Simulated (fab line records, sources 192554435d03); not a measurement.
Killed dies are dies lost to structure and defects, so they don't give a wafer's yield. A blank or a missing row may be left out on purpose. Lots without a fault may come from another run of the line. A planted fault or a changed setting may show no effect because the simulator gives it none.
A struck lot beside a sound one | flow n5_finfet | 14 steps out of a route of 1938
Sound: wafers L538.3, L538.4, L538.5. Struck: wafer L529.5. (L529.2, L529.4 of the same lot were not struck and are left out.) The cause comes at the end.
At each step with rows: each side's tool, then ch and its chambers, then its first start. Under that, the readings that differ: sound wafers | struck wafers | difference of the means | sigmas: that difference in standard deviations of wafers without a fault.
alike: readings whose means differ by less than 2 such deviations, and words and numbers that are the same on both sides. not compared: withheld readings, readings that some wafer has no value for, bounds like >300 that may hide the same value, and numbers for which the record gives no deviation and whose values overlap.
The two part at a step that has a row with sigmas, a row that says differs or no value, or rows on one side only. Numbers that don't overlap but have no deviation are shown without sigmas and don't part them. A reading that every wafer of one side lacks parts them only if that side has two wafers or more.

first, 2 steps without rows for these wafers: N5_PASSIVATION_DEVELOP_29 (develop time 60 s); N5_PASSIVATION_HARDBAKE_31 (time 120 s).
N5_PASSIVATION_CD_MEAS_30: target cd 4000 nm.
  sound on cd_sem-02 ch 0, day 15 20:44; struck on cd_sem-03 ch 0, day 14 02:46
  reading    | sound                | struck | difference | sigmas
  cd_nm (nm) | 3996.9 3999.7 3998.7 | 4000.9 | +2.5       | +2
N5_PASSIVATION_OVL_MEAS_63:
  sound on overlay-01 ch 0, day 15 20:46; struck on overlay-01 ch 0, day 14 02:48
  alike: PAD_OVL
N5_PASSIVATION_INSPECT_64: inspects for defects (macro).
  sound on defect_inspect-01, day 15 20:48; struck on defect_inspect-02, day 14 02:49
  alike: raw_defect_count
N5_PASSIVATION_DESCUM_32: chemistry O2, time 7.9 s.
  sound on rie_diel-01 ch 0,2, day 15 20:50; struck on rie_diel-03 ch 2, day 14 02:51
  reading                     | sound             | struck | difference | sigmas
  drypump_motor_current_A (A) | 5.4 5.5 5.5       | 6.6    | +1.1       | +2
  throttle_valve_pct (%)      | 20.32 19.87 19.89 | 20.78  | +0.75      | +4
  alike: oes_product_au, rf_vpp_V, showerhead_plenum_p_Torr
  not compared: rf_hours_counter_h
N5_PASSIVATION_AL_ETCH_33: etches Al in Cl2/BCl3, stops on TaN, target depth 2800 nm, time 466.7 s.
  sound on rie_metal-01 ch 0,1, day 15 21:03; struck on rie_metal-03 ch 1, day 14 02:56
  alike: drypump_motor_current_A, oes_product_au, throttle_valve_pct
  not compared: rf_hours_counter_h
N5_PASSIVATION_ETCH_59: etches TaN in Cl2/BCl3, target depth 65 nm, time 34.9 s.
  sound on rie_metal-01 ch 0,1, day 15 21:21; struck on rie_metal-03 ch 1, day 14 03:20
  alike: drypump_motor_current_A, oes_product_au, throttle_valve_pct
  not compared: rf_hours_counter_h
N5_PASSIVATION_STRIP_34: strips in O2.
  sound on rie_diel-01 ch 0,2,3, day 15 21:26; struck on rie_diel-01 ch 0, day 14 03:28
  alike: drypump_motor_current_A, oes_product_au, rf_vpp_V, showerhead_plenum_p_Torr, throttle_valve_pct
  not compared: rf_hours_counter_h
then, 3 steps without rows for these wafers: N5_PASSIVATION_STRIP_51 (strips in post etch residue remover, time 1200 s); N5_PASSIVATION_CLEAN_69 (cleans in IPA, time 180 s); N5_PASSIVATION_SRD_70 (time 30 s).
N5_PASSIVATION_PECVD_53: deposits SiO2 from TEOS/O2, target thk 800 nm, time 169.4 s.
  sound on pecvd-04 ch 0,2, day 15 21:56; struck on pecvd-03 ch 1, day 14 03:58
  reading                                        | sound                | struck | difference | sigmas
  susceptor_temp_C (C)                           | 400.28 400.08 400.51 | 429.45 | +29.16     | +99 or more
  model.SiO2_of_PASSIVATION_PECVD_53.thk_nm (nm) | 800.6 809.6 813.6    | 656.4  | -151.5     |
N5_PASSIVATION_PECVD_35: deposits SiNx from SiH4/NH3/N2, target thk 700 nm, time 151.3 s.
  sound on pecvd-04 ch 0,2, day 15 22:03; struck on pecvd-03 ch 1, day 14 04:04
  alike: heater_power_w, showerhead_plenum_p_Torr, susceptor_temp_C, throttle_valve_pct

WHERE THEY PART
First at N5_PASSIVATION_CD_MEAS_30; last, within this record, at N5_PASSIVATION_PECVD_53. Later steps at which nothing parts them and some readings are alike: N5_PASSIVATION_PECVD_35.

WHY: what the simulator had put in
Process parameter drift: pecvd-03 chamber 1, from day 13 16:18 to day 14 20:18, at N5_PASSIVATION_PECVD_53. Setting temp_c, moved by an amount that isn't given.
